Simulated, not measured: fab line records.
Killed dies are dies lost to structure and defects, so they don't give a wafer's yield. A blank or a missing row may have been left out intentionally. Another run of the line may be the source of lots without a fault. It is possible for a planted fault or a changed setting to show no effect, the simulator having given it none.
Chamber matching || flow n5-finfet || rie-diel-05 running N5_FIN_SAQP_DESCUM_21: 3 sister chambers
The step chemistry O2, time 7.9 s. 3 wafers are shown with their chamber, then 4 later ones without.

== WAFERS, EACH WITH ITS CHAMBER ==
{"wafer": "L078.2", "chamber": 2, "drypump-motor-current-A (A)": 5.8}
{"wafer": "L088.4", "chamber": 1, "drypump-motor-current-A (A)": 5.1}
{"wafer": "L089.5", "chamber": 3, "drypump-motor-current-A (A)": 5.3}

== WAFERS MISSING THEIR CHAMBER ==
{"wafer": "L094.1", "drypump-motor-current-A (A)": 5.2}
{"wafer": "L094.6", "drypump-motor-current-A (A)": 5.3}
{"wafer": "L097.3", "drypump-motor-current-A (A)": 5.1}
{"wafer": "L097.4", "drypump-motor-current-A (A)": 5.8}

== WHICH CHAMBER EACH WENT THROUGH ==
{"wafer": "L094.1", "from the rows above": "can't be placed: 3 or 1", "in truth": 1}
{"wafer": "L094.6", "from the rows above": 3, "in truth": 3}
{"wafer": "L097.3", "from the rows above": 1, "in truth": 1}
{"wafer": "L097.4", "from the rows above": 2, "in truth": 2}
Placed correctly: 3 of 4. Not placeable from these rows: 1 (in 1, the candidates include the true chamber). 0 placed wrongly.
How it was worked out, from the rows above alone: a wafer's distance from a chamber is the root of the sum, over the readings, of the square of ((its reading less the chamber's mean) divided by the reading's scatter). If the next closest chamber is less than 2 further off than the closest, the wafer can't be placed; otherwise it belongs to the closest. For every chamber, the mean is computed from those of its wafers that are shown. The scatter: with one shown wafer a chamber, the root of the mean of the squares of how far each hidden wafer lies from its nearest shown one.
